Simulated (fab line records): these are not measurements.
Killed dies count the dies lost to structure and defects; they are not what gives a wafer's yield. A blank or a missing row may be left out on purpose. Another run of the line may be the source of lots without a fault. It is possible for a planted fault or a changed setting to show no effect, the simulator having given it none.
Chamber matching ; flow n5Finfet ; 4 sister chambers for N5_BEOL_M4_ALD_98 on aldSin-02
The step deposits SiO2, target thk 2.5 nm, pulse time 1 s, co reactant pulse time 1 s. 14 wafers are shown with their chamber, then 7 later ones without.

EACH WAFER AND ITS CHAMBER
wafer;chamber;heaterPowerW (W);precursorPulseHeightRel
L076.1;2;78;0.997
L076.3;1;65;1.047
L076.5;1;63;0.965
L078.1;3;81;1.009
L078.5;1;62;0.997
L078.6;2;79;0.981
L080.3;0;82;0.994
L080.4;1;64;1.005
L080.6;0;81;1.005
L085.1;2;79;0.998
L085.3;3;80;1.017
L085.4;1;64;0.980
L087.1;3;81;1.007
L087.4;2;80;0.985

SIGNATURES (means of the wafers above)
reading;chamber 0;chamber 1;chamber 2;chamber 3;scatter within a chamber
heaterPowerW;81.50;63.60;79.00;80.67;0.915
precursorPulseHeightRel;0.99950;0.99880;0.99025;1.01100;0.0205
Rule: for a wafer and a chamber, the distance is found by dividing, reading by reading, the gap between the wafer's reading and the chamber's mean by the reading's scatter, squaring, summing and taking the root. The wafer belongs to the nearest chamber; if the next one is less than 2 further off, it can't be placed. The scatter: take each reading less its chamber's mean, square it, sum over the shown wafers, divide by the number of wafers less the number of chambers, and take the root.

WAFERS WHOSE CHAMBER IS MISSING
wafer;heaterPowerW (W);precursorPulseHeightRel
L087.5;79;1.025
L089.1;78;1.011
L089.4;81;1.001
L089.6;77;0.967
L096.3;78;0.980
L096.4;83;0.991
L096.6;65;1.016

CHAMBER TAKEN BY EACH
wafer;from the rows above;in truth
L087.5;can't be placed: 2 or 3 or 0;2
L089.1;can't be placed: 2 or 3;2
L089.4;can't be placed: 0 or 3 or 2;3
L089.6;2;2
L096.3;2;2
L096.4;can't be placed: 0 or 3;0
L096.6;1;1
3 of 7 placed correctly. Cannot be placed on the basis of these rows: 4; the candidates contain the true chamber in 4. 0 placed wrongly.
